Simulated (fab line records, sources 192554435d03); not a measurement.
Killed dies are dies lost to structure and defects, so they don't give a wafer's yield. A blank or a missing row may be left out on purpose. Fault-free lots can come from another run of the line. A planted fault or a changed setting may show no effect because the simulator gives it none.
What tool caused it? / flow n5_finfet / 72 wafers from 24 lots sampled at 4 of the route's 1938 steps

WHAT EACH GAUGE READ, for each wafer
N5_PMOS_HMC_CHANNEL_EPI_CD_MEAS_09 targets a cd of 237.4 nm. Usual: 237.0 nm for cd_nm, sd 1.1.
lot=L074; measured=day 1 17:10; on=cd_sem-02; cd_nm (nm)=238.3 237.9 238.6; flag=
lot=L075; measured=day 1 23:50; on=cd_sem-03; cd_nm (nm)=237.9 235.7 236.4; flag=
lot=L076; measured=day 2 05:20; on=cd_sem-03; cd_nm (nm)=237.6 234.3 237.1; flag=
lot=L077; measured=day 2 11:21; on=cd_sem-02; cd_nm (nm)=236.3 236.4 235.7; flag=
lot=L078; measured=day 2 18:04; on=cd_sem-03; cd_nm (nm)=238.0 238.5 238.1; flag=
lot=L079; measured=day 2 23:26; on=cd_sem-02; cd_nm (nm)=237.0 236.8 237.8; flag=
lot=L080; measured=day 3 05:03; on=cd_sem-01; cd_nm (nm)=235.3 236.4 235.8; flag=
lot=L081; measured=day 3 11:44; on=cd_sem-03; cd_nm (nm)=236.5 236.8 235.9; flag=
lot=L082; measured=day 3 17:07; on=cd_sem-01; cd_nm (nm)=234.7 236.9 236.7; flag=
lot=L083; measured=day 4 00:02; on=cd_sem-01; cd_nm (nm)=235.7 235.8 236.1; flag=
lot=L084; measured=day 4 05:21; on=cd_sem-02; cd_nm (nm)=237.2 238.2 235.9; flag=
lot=L085; measured=day 4 11:49; on=cd_sem-03; cd_nm (nm)=237.6 237.4 238.0; flag=
lot=L086; measured=day 4 16:52; on=cd_sem-01; cd_nm (nm)=237.9 236.8 236.8; flag=
lot=L087; measured=day 4 23:38; on=cd_sem-03; cd_nm (nm)=236.6 235.9 235.8; flag=
lot=L088; measured=day 5 05:38; on=cd_sem-02; cd_nm (nm)=237.8 237.7 237.4; flag=
lot=L089; measured=day 5 11:40; on=cd_sem-03; cd_nm (nm)=236.4 234.9 238.0; flag=
lot=L090; measured=day 5 17:36; on=cd_sem-01; cd_nm (nm)=236.9 237.7 237.5; flag=
lot=L091; measured=day 5 23:36; on=cd_sem-03; cd_nm (nm)=235.5 235.2 236.5; flag=
lot=L092; measured=day 6 04:55; on=cd_sem-02; cd_nm (nm)=238.5 236.5 235.6; flag=
lot=L093; measured=day 6 11:13; on=cd_sem-03; cd_nm (nm)=236.0 237.4 236.3; flag=
lot=L094; measured=day 6 16:55; on=cd_sem-02; cd_nm (nm)=237.0 238.6 238.5; flag=
lot=L095; measured=day 6 23:46; on=cd_sem-03; cd_nm (nm)=235.4 236.3 236.5; flag=
lot=L096; measured=day 7 05:07; on=cd_sem-02; cd_nm (nm)=236.2 236.5 236.0; flag=
lot=L097; measured=day 7 11:25; on=cd_sem-03; cd_nm (nm)=240.6 238.5 237.9; flag=

N5_FIN_SAQP_CD_MEAS_27 targets a cd of 20 nm. Usual: 20.33 nm for cd_nm, sd 0.21.
lot=L074; measured=day 1 23:44; on=cd_sem-01; cd_nm (nm)=20.33 20.50 20.40; flag=
lot=L075; measured=day 2 06:45; on=cd_sem-02; cd_nm (nm)=20.40 20.25 20.24; flag=
lot=L076; measured=day 2 12:17; on=cd_sem-02; cd_nm (nm)=20.68 20.18 20.34; flag=
lot=L077; measured=day 2 18:37; on=cd_sem-02; cd_nm (nm)=20.28 20.17 20.30; flag=
lot=L078; measured=day 3 03:08; on=cd_sem-02; cd_nm (nm)=20.28 20.29 20.08; flag=
lot=L079; measured=day 3 06:46; on=cd_sem-03; cd_nm (nm)=20.16 20.31 20.15; flag=
lot=L080; measured=day 3 12:04; on=cd_sem-01; cd_nm (nm)=20.45 20.75 20.44; flag=
lot=L081; measured=day 3 18:30; on=cd_sem-01; cd_nm (nm)=20.55 20.61 20.73; flag=
lot=L082; measured=day 4 00:10; on=cd_sem-03; cd_nm (nm)=20.59 20.38 20.21; flag=
lot=L083; measured=day 4 06:37; on=cd_sem-01; cd_nm (nm)=20.28 20.41 20.55; flag=
lot=L084; measured=day 4 11:58; on=cd_sem-02; cd_nm (nm)=20.10 20.75 19.99; flag=
lot=L085; measured=day 4 18:36; on=cd_sem-01; cd_nm (nm)=20.39 20.34 20.59; flag=
lot=L086; measured=day 4 23:29; on=cd_sem-01; cd_nm (nm)=20.85 19.94 20.30; flag=
lot=L087; measured=day 5 07:04; on=cd_sem-01; cd_nm (nm)=20.57 20.27 19.80; flag=
lot=L088; measured=day 5 13:21; on=cd_sem-03; cd_nm (nm)=20.19 20.26 20.31; flag=
lot=L089; measured=day 5 18:15; on=cd_sem-03; cd_nm (nm)=20.20 20.15 20.37; flag=
lot=L090; measured=day 6 00:25; on=cd_sem-01; cd_nm (nm)=20.38 19.94 20.38; flag=
lot=L091; measured=day 6 06:22; on=cd_sem-03; cd_nm (nm)=20.47 20.05 20.07; flag=
lot=L092; measured=day 6 11:16; on=cd_sem-02; cd_nm (nm)=20.24 20.66 20.44; flag=
lot=L093; measured=day 6 17:41; on=cd_sem-02; cd_nm (nm)=20.41 20.34 20.55; flag=
lot=L094; measured=day 7 00:24; on=cd_sem-03; cd_nm (nm)=20.29 20.23 20.32; flag=
lot=L095; measured=day 7 06:35; on=cd_sem-03; cd_nm (nm)=20.53 20.26 20.43; flag=
lot=L096; measured=day 7 11:28; on=cd_sem-02; cd_nm (nm)=20.53 20.40 20.31; flag=
lot=L097; measured=day 7 17:46; on=cd_sem-02; cd_nm (nm)=20.31 20.58 20.61; flag=

TOOL THAT RAN EACH LOT (tool first, then ch and the chambers of the sampled wafers, then the start)
lot=L074; N5_PMOS_HMC_CHANNEL_EPI_ETCH_38=rie_si-05 ch 0,1, day 1 17:42; N5_FIN_SAQP_MANDREL_ETCH_22=rie_si-03 ch 1,2,3, day 1 21:41
lot=L075; N5_PMOS_HMC_CHANNEL_EPI_ETCH_38=rie_si-02 ch 0,1,3, day 2 00:22; N5_FIN_SAQP_MANDREL_ETCH_22=rie_si-03 ch 0,2, day 2 04:55
lot=L076; N5_PMOS_HMC_CHANNEL_EPI_ETCH_38=rie_si-05 ch 1,2,3, day 2 05:51; N5_FIN_SAQP_MANDREL_ETCH_22=rie_si-01 ch 0,1,3, day 2 10:13
lot=L077; N5_PMOS_HMC_CHANNEL_EPI_ETCH_38=rie_si-06 ch 0,2,3, day 2 11:52; N5_FIN_SAQP_MANDREL_ETCH_22=rie_si-01 ch 0,1,2, day 2 16:41
lot=L078; N5_PMOS_HMC_CHANNEL_EPI_ETCH_38=rie_si-02 ch 0,1, day 2 18:35; N5_FIN_SAQP_MANDREL_ETCH_22=rie_si-03 ch 1,2, day 2 23:15
lot=L079; N5_PMOS_HMC_CHANNEL_EPI_ETCH_38=rie_si-02 ch 0,2,3, day 2 23:58; N5_FIN_SAQP_MANDREL_ETCH_22=rie_si-01 ch 0,1, day 3 05:02
lot=L080; N5_PMOS_HMC_CHANNEL_EPI_ETCH_38=rie_si-05 ch 0,2, day 3 05:52; N5_FIN_SAQP_MANDREL_ETCH_22=rie_si-04 ch 0,3, day 3 10:17
lot=L081; N5_PMOS_HMC_CHANNEL_EPI_ETCH_38=rie_si-06 ch 1,3, day 3 12:19; N5_FIN_SAQP_MANDREL_ETCH_22=rie_si-03 ch 0,2,3, day 3 16:46
lot=L082; N5_PMOS_HMC_CHANNEL_EPI_ETCH_38=rie_si-02 ch 0,1,3, day 3 17:50; N5_FIN_SAQP_MANDREL_ETCH_22=rie_si-04 ch 0,1,2, day 3 22:20
lot=L083; N5_PMOS_HMC_CHANNEL_EPI_ETCH_38=rie_si-06 ch 0,1, day 4 00:33; N5_FIN_SAQP_MANDREL_ETCH_22=rie_si-04 ch 0,2,3, day 4 04:44
lot=L084; N5_PMOS_HMC_CHANNEL_EPI_ETCH_38=rie_si-05 ch 1,2,3, day 4 05:52; N5_FIN_SAQP_MANDREL_ETCH_22=rie_si-04 ch 0,2,3, day 4 10:14
lot=L085; N5_PMOS_HMC_CHANNEL_EPI_ETCH_38=rie_si-02 ch 0,2,3, day 4 12:29; N5_FIN_SAQP_MANDREL_ETCH_22=rie_si-04 ch 1,2,3, day 4 16:35
lot=L086; N5_PMOS_HMC_CHANNEL_EPI_ETCH_38=rie_si-06 ch 0,1, day 4 17:24; N5_FIN_SAQP_MANDREL_ETCH_22=rie_si-04 ch 2,3, day 4 21:44
lot=L087; N5_PMOS_HMC_CHANNEL_EPI_ETCH_38=rie_si-05 ch 0,1,2, day 5 00:10; N5_FIN_SAQP_MANDREL_ETCH_22=rie_si-04 ch 0,1,3, day 5 05:15
lot=L088; N5_PMOS_HMC_CHANNEL_EPI_ETCH_38=rie_si-06 ch 0,1,2, day 5 06:09; N5_FIN_SAQP_MANDREL_ETCH_22=rie_si-01 ch 1,2, day 5 11:37
lot=L089; N5_PMOS_HMC_CHANNEL_EPI_ETCH_38=rie_si-05 ch 0,2,3, day 5 12:21; N5_FIN_SAQP_MANDREL_ETCH_22=rie_si-04 ch 0,1,2, day 5 16:25
lot=L090; N5_PMOS_HMC_CHANNEL_EPI_ETCH_38=rie_si-05 ch 2,3, day 5 18:08; N5_FIN_SAQP_MANDREL_ETCH_22=rie_si-01 ch 1,2, day 5 22:41
lot=L091; N5_PMOS_HMC_CHANNEL_EPI_ETCH_38=rie_si-06 ch 1,2,3, day 6 00:08; N5_FIN_SAQP_MANDREL_ETCH_22=rie_si-01 ch 0,1,3, day 6 04:37
lot=L092; N5_PMOS_HMC_CHANNEL_EPI_ETCH_38=rie_si-02 ch 0,1,2, day 6 05:26; N5_FIN_SAQP_MANDREL_ETCH_22=rie_si-04 ch 0,1,3, day 6 09:34
lot=L093; N5_PMOS_HMC_CHANNEL_EPI_ETCH_38=rie_si-05 ch 0,1,3, day 6 11:44; N5_FIN_SAQP_MANDREL_ETCH_22=rie_si-03 ch 0,1,2, day 6 15:58
lot=L094; N5_PMOS_HMC_CHANNEL_EPI_ETCH_38=rie_si-05 ch 2,3, day 6 17:49; N5_FIN_SAQP_MANDREL_ETCH_22=rie_si-03 ch 0,3, day 6 22:31
lot=L095; N5_PMOS_HMC_CHANNEL_EPI_ETCH_38=rie_si-05 ch 0,1,2, day 7 00:17; N5_FIN_SAQP_MANDREL_ETCH_22=rie_si-03 ch 0,1,3, day 7 04:32
lot=L096; N5_PMOS_HMC_CHANNEL_EPI_ETCH_38=rie_si-06 ch 2,3, day 7 05:38; N5_FIN_SAQP_MANDREL_ETCH_22=rie_si-04 ch 1,2,3, day 7 09:44
lot=L097; N5_PMOS_HMC_CHANNEL_EPI_ETCH_38=rie_si-05 ch 1,2, day 7 11:56; N5_FIN_SAQP_MANDREL_ETCH_22=rie_si-04 ch 1,3, day 7 16:02
- N5_PMOS_HMC_CHANNEL_EPI_ETCH_38: etches SiO2 in CF4, target depth 1.5 nm.
- N5_FIN_SAQP_MANDREL_ETCH_22: etches a-Si in HBr/Cl2, stops on SiNx, target depth 60 nm, bt time 10 s, time 30 s.

WHAT THE TOOLS THEMSELVES READ (means of the sampled wafers that have a number; where no wafer has one, the mark that the record gives instead)
N5_PMOS_HMC_CHANNEL_EPI_ETCH_38. Usual: drypump_motor_current_A 5.7 A, standard deviation 0.41; oes_product_au 1.001 a.u., standard deviation 0.021; throttle_valve_pct 21.71 %, standard deviation 0.3.
lot=L074; tool=rie_si-05; drypump_motor_current_A (A)=5.6; oes_product_au (a.u.)=0.973; throttle_valve_pct (%)=21.94; flag=
lot=L075; tool=rie_si-02; drypump_motor_current_A (A)=5.6; oes_product_au (a.u.)=1.009; throttle_valve_pct (%)=21.52; flag=
lot=L076; tool=rie_si-05; drypump_motor_current_A (A)=5.8; oes_product_au (a.u.)=0.993; throttle_valve_pct (%)=21.82; flag=
lot=L077; tool=rie_si-06; drypump_motor_current_A (A)=5.6; oes_product_au (a.u.)=1.009; throttle_valve_pct (%)=21.64; flag=
lot=L078; tool=rie_si-02; drypump_motor_current_A (A)=5.7; oes_product_au (a.u.)=1.018; throttle_valve_pct (%)=21.38; flag=
lot=L079; tool=rie_si-02; drypump_motor_current_A (A)=5.6; oes_product_au (a.u.)=1.013; throttle_valve_pct (%)=21.64; flag=
lot=L080; tool=rie_si-05; drypump_motor_current_A (A)=5.6; oes_product_au (a.u.)=0.987; throttle_valve_pct (%)=21.62; flag=
lot=L081; tool=rie_si-06; drypump_motor_current_A (A)=5.6; oes_product_au (a.u.)=1.001; throttle_valve_pct (%)=21.78; flag=
lot=L082; tool=rie_si-02; drypump_motor_current_A (A)=5.6; oes_product_au (a.u.)=1.007; throttle_valve_pct (%)=21.51; flag=
lot=L083; tool=rie_si-06; drypump_motor_current_A (A)=5.3; oes_product_au (a.u.)=0.973; throttle_valve_pct (%)=21.44; flag=
lot=L084; tool=rie_si-05; drypump_motor_current_A (A)=5.7; oes_product_au (a.u.)=0.998; throttle_valve_pct (%)=21.83; flag=
lot=L085; tool=rie_si-02; drypump_motor_current_A (A)=5.5; oes_product_au (a.u.)=0.998; throttle_valve_pct (%)=21.63; flag=
lot=L086; tool=rie_si-06; drypump_motor_current_A (A)=5.4; oes_product_au (a.u.)=0.983; throttle_valve_pct (%)=21.36; flag=
lot=L087; tool=rie_si-05; drypump_motor_current_A (A)=5.6; oes_product_au (a.u.)=0.981; throttle_valve_pct (%)=21.79; flag=
lot=L088; tool=rie_si-06; drypump_motor_current_A (A)=5.3; oes_product_au (a.u.)=0.996; throttle_valve_pct (%)=21.49; flag=
lot=L089; tool=rie_si-05; drypump_motor_current_A (A)=6.0; oes_product_au (a.u.)=0.998; throttle_valve_pct (%)=21.89; flag=
lot=L090; tool=rie_si-05; drypump_motor_current_A (A)=5.7; oes_product_au (a.u.)=0.998; throttle_valve_pct (%)=21.66; flag=
lot=L091; tool=rie_si-06; drypump_motor_current_A (A)=5.4; oes_product_au (a.u.)=1.012; throttle_valve_pct (%)=21.70; flag=
lot=L092; tool=rie_si-02; drypump_motor_current_A (A)=5.6; oes_product_au (a.u.)=1.021; throttle_valve_pct (%)=21.50; flag=
lot=L093; tool=rie_si-05; drypump_motor_current_A (A)=6.0; oes_product_au (a.u.)=0.999; throttle_valve_pct (%)=22.02; flag=
lot=L094; tool=rie_si-05; drypump_motor_current_A (A)=5.8; oes_product_au (a.u.)=1.002; throttle_valve_pct (%)=21.67; flag=
lot=L095; tool=rie_si-05; drypump_motor_current_A (A)=5.6; oes_product_au (a.u.)=0.998; throttle_valve_pct (%)=21.75; flag=
lot=L096; tool=rie_si-06; drypump_motor_current_A (A)=5.5; oes_product_au (a.u.)=1.025; throttle_valve_pct (%)=21.76; flag=
lot=L097; tool=rie_si-05; drypump_motor_current_A (A)=5.4; oes_product_au (a.u.)=0.990; throttle_valve_pct (%)=21.52; flag=

N5_FIN_SAQP_MANDREL_ETCH_22. Usual: drypump_motor_current_A 5.5 A, standard deviation 0.58; oes_product_au 0.762 a.u., standard deviation 0.013; throttle_valve_pct 35.39 %, standard deviation 0.28.
lot=L074; tool=rie_si-03; drypump_motor_current_A (A)=5.6; oes_product_au (a.u.)=0.751; throttle_valve_pct (%)=35.56; flag=
lot=L075; tool=rie_si-03; drypump_motor_current_A (A)=5.1; oes_product_au (a.u.)=0.772; throttle_valve_pct (%)=35.72; flag=
lot=L076; tool=rie_si-01; drypump_motor_current_A (A)=6.1; oes_product_au (a.u.)=0.769; throttle_valve_pct (%)=35.24; flag=
lot=L077; tool=rie_si-01; drypump_motor_current_A (A)=5.9; oes_product_au (a.u.)=0.769; throttle_valve_pct (%)=35.23; flag=
lot=L078; tool=rie_si-03; drypump_motor_current_A (A)=5.4; oes_product_au (a.u.)=0.756; throttle_valve_pct (%)=35.59; flag=
lot=L079; tool=rie_si-01; drypump_motor_current_A (A)=5.8; oes_product_au (a.u.)=0.774; throttle_valve_pct (%)=35.25; flag=
lot=L080; tool=rie_si-04; drypump_motor_current_A (A)=5.6; oes_product_au (a.u.)=0.771; throttle_valve_pct (%)=35.40; flag=
lot=L081; tool=rie_si-03; drypump_motor_current_A (A)=5.6; oes_product_au (a.u.)=0.760; throttle_valve_pct (%)=35.66; flag=
lot=L082; tool=rie_si-04; drypump_motor_current_A (A)=5.1; oes_product_au (a.u.)=0.759; throttle_valve_pct (%)=35.24; flag=
lot=L083; tool=rie_si-04; drypump_motor_current_A (A)=5.3; oes_product_au (a.u.)=0.765; throttle_valve_pct (%)=35.17; flag=
lot=L084; tool=rie_si-04; drypump_motor_current_A (A)=5.4; oes_product_au (a.u.)=0.757; throttle_valve_pct (%)=35.19; flag=
lot=L085; tool=rie_si-04; drypump_motor_current_A (A)=5.1; oes_product_au (a.u.)=0.748; throttle_valve_pct (%)=35.36; flag=
lot=L086; tool=rie_si-04; drypump_motor_current_A (A)=5.0; oes_product_au (a.u.)=0.751; throttle_valve_pct (%)=35.07; flag=
lot=L087; tool=rie_si-04; drypump_motor_current_A (A)=5.4; oes_product_au (a.u.)=0.756; throttle_valve_pct (%)=35.48; flag=
lot=L088; tool=rie_si-01; drypump_motor_current_A (A)=5.9; oes_product_au (a.u.)=0.776; throttle_valve_pct (%)=35.33; flag=
lot=L089; tool=rie_si-04; drypump_motor_current_A (A)=5.1; oes_product_au (a.u.)=0.752; throttle_valve_pct (%)=35.24; flag=
lot=L090; tool=rie_si-01; drypump_motor_current_A (A)=5.9; oes_product_au (a.u.)=0.771; throttle_valve_pct (%)=35.22; flag=
lot=L091; tool=rie_si-01; drypump_motor_current_A (A)=6.1; oes_product_au (a.u.)=0.771; throttle_valve_pct (%)=35.24; flag=
lot=L092; tool=rie_si-04; drypump_motor_current_A (A)=5.4; oes_product_au (a.u.)=0.771; throttle_valve_pct (%)=35.45; flag=
lot=L093; tool=rie_si-03; drypump_motor_current_A (A)=5.1; oes_product_au (a.u.)=0.764; throttle_valve_pct (%)=35.63; flag=
lot=L094; tool=rie_si-03; drypump_motor_current_A (A)=5.2; oes_product_au (a.u.)=0.768; throttle_valve_pct (%)=35.71; flag=
lot=L095; tool=rie_si-03; drypump_motor_current_A (A)=5.3; oes_product_au (a.u.)=0.754; throttle_valve_pct (%)=35.61; flag=
lot=L096; tool=rie_si-04; drypump_motor_current_A (A)=5.0; oes_product_au (a.u.)=0.751; throttle_valve_pct (%)=35.36; flag=
lot=L097; tool=rie_si-04; drypump_motor_current_A (A)=5.3; oes_product_au (a.u.)=0.759; throttle_valve_pct (%)=35.58; flag=

THE ANSWER, worked out from the rows above alone
Rule: take the mean of a lot's wafers that have a number; if it is more than 3 standard deviations from the usual mean, the lot is off. A lot without any number at a reading at which 4 lots or more have one is off too. Where the step has rows for the other lots, those lots are counted as sound. Order of review: gauges by route order, followed by the tools' own readings, for which a lot's mean as printed above is used. At the first step where some lot is off, the reading lying furthest off is the one used; lots without a number count as furthest.
Nothing can be told from this: no lot is off at any reading shown.

WHAT THE SIMULATOR HAD INSERTED
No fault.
